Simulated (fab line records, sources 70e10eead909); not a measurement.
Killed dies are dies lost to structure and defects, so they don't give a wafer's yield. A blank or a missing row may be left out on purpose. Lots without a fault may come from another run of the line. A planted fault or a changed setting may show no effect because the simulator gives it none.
A struck lot beside a sound one | flow nand_harc | 15 steps out of a route of 1302
Sound: wafers L241.2, L241.4, L241.6. Struck: wafers L238.1, L238.4, L238.5. The cause comes at the end.
At each step with rows: each side's tool, then ch and its chambers, then its first start. Under that, the readings that differ: sound wafers | struck wafers | difference of the means | sigmas: that difference in standard deviations of wafers without a fault.
alike: readings whose means differ by less than 2 such deviations, and words and numbers that are the same on both sides. not compared: withheld readings, readings that some wafer has no value for, bounds like >300 that may hide the same value, and numbers for which the record gives no deviation and whose values overlap.
The two part at a step that has a row with sigmas, a row that says differs or no value, or rows on one side only. Numbers that don't overlap but have no deviation are shown without sigmas and don't part them. A reading that every wafer of one side lacks parts them only if that side has two wafers or more.

first, 3 steps without rows for these wafers: NHARC_A_CONTACT_EXPOSE_39 (exposes mask A CC 3); NHARC_A_CONTACT_PEB_40 (peb time 65 s); NHARC_A_CONTACT_DEVELOP_41 (develop time 35 s).
NHARC_A_CONTACT_CD_MEAS_42: target cd 300 nm.
  sound on cd_sem-03 ch 0, day 27 19:04; struck on cd_sem-02 ch 0, day 26 23:26
  alike: cd_nm
NHARC_A_CONTACT_OVL_MEAS_43:
  sound on overlay-01, day 27 19:09; struck on overlay-01, day 26 23:32
  alike: overlay_x_nm, overlay_y_nm
NHARC_A_CONTACT_INSPECT_44:
  sound on defect_inspect-02, day 27 19:11; struck on defect_inspect-02, day 26 23:35
  reading          | sound     | struck   | difference | sigmas
  raw_defect_count | 95 106 89 | 20 25 27 | -73        | -2
NHARC_A_CONTACT_DESCUM_47: chemistry O2, time 3 s.
  sound on rie_diel-11 ch 1,2, day 27 19:23; struck on rie_diel-07 ch 0,3, day 26 23:38
  alike: drypump_motor_current_A, oes_product_au, rf_vpp_V, showerhead_plenum_p_Torr, throttle_valve_pct
  not compared: rf_hours_counter_h
NHARC_A_CONTACT_ETCH_48: etches the open film in CF4, target depth 39 nm, time 65 s.
  sound on rie_diel-11 ch 0,2, day 27 19:29; struck on rie_diel-07 ch 0,1, day 26 23:43
  alike: bias_w, cf4_flow_sccm, drypump_motor_current_A, oes_product_au, rf_fwd_power_W, rf_vpp_V, showerhead_plenum_p_Torr, throttle_valve_pct
  not compared: rf_hours_counter_h
NHARC_A_CONTACT_ETCH_49: etches the open film in N2/H2, target depth 260 nm, time 475.3 s.
  sound on rie_diel-11 ch 1,2,3; struck on rie_diel-07 ch 0,1
  alike: bias_w, chamber_pressure_mTorr, drypump_motor_current_A, oes_product_au, rf_fwd_power_W, rf_vpp_V, showerhead_plenum_p_Torr, throttle_valve_pct
  not compared: rf_hours_counter_h
then, 1 step without rows for these wafers: NHARC_A_CONTACT_ETCH_50 (etches the open film in CF4/CHF3, target depth 121 nm, time 60.5 s).
NHARC_A_CONTACT_ETCH_51: etches the open film in O2/COS, target depth 7000 nm, time 1820 s.
  sound on rie_diel-11 ch 0,1,3; struck on rie_diel-07 ch 0,1,2
  alike: bias_w, chamber_pressure_mTorr, drypump_motor_current_A, oes_product_au, rf_fwd_power_W, rf_vpp_V, showerhead_plenum_p_Torr, throttle_valve_pct
  not compared: rf_hours_counter_h
then, 1 step without rows for these wafers: NHARC_A_CONTACT_ETCH_111 (etches the open film in C4F8/O2/Ar, time 140 s, target depth 700 nm).
NHARC_A_CONTACT_ETCH_112: etches the open film in C4F8/O2/Ar, time 190 s, target depth 1850 nm.
  sound on har_cap_etch-03 ch 0,1, day 27 22:40; struck on har_cap_etch-02 ch 0,1, day 27 01:46
  no value came back on the struck wafers for chamber_pressure_mTorr (mTorr), oes_air_line_au (a.u.); on the sound wafers chamber_pressure_mTorr (mTorr) reads 19.988 20.006 19.977
  not compared: rf_hours_counter_h
NHARC_A_CONTACT_ETCH_113: etches the open film in C4F8/O2/Ar, time 190 s, target depth 1850 nm.
  sound on har_cap_etch-03 ch 0,1, day 27 22:51; struck on har_cap_etch-02 ch 0,1, day 27 01:59
  alike: chamber_pressure_mTorr, oes_air_line_au
  not compared: rf_hours_counter_h
-- the record jumps here: 3 days lie between the struck wafers' starts before and after (it left off in module A_CONTACT and takes up again in module END, whose first step shown is number 1302 of the route) --
NHARC_END_SORT_01:
  the record has rows for the struck wafers here (prober-02 ch 0, day 30 05:08) and none for the sound ones

WHERE THEY PART
First at NHARC_A_CONTACT_INSPECT_44; last, within this record, at NHARC_END_SORT_01.

WHY: what the simulator had put in
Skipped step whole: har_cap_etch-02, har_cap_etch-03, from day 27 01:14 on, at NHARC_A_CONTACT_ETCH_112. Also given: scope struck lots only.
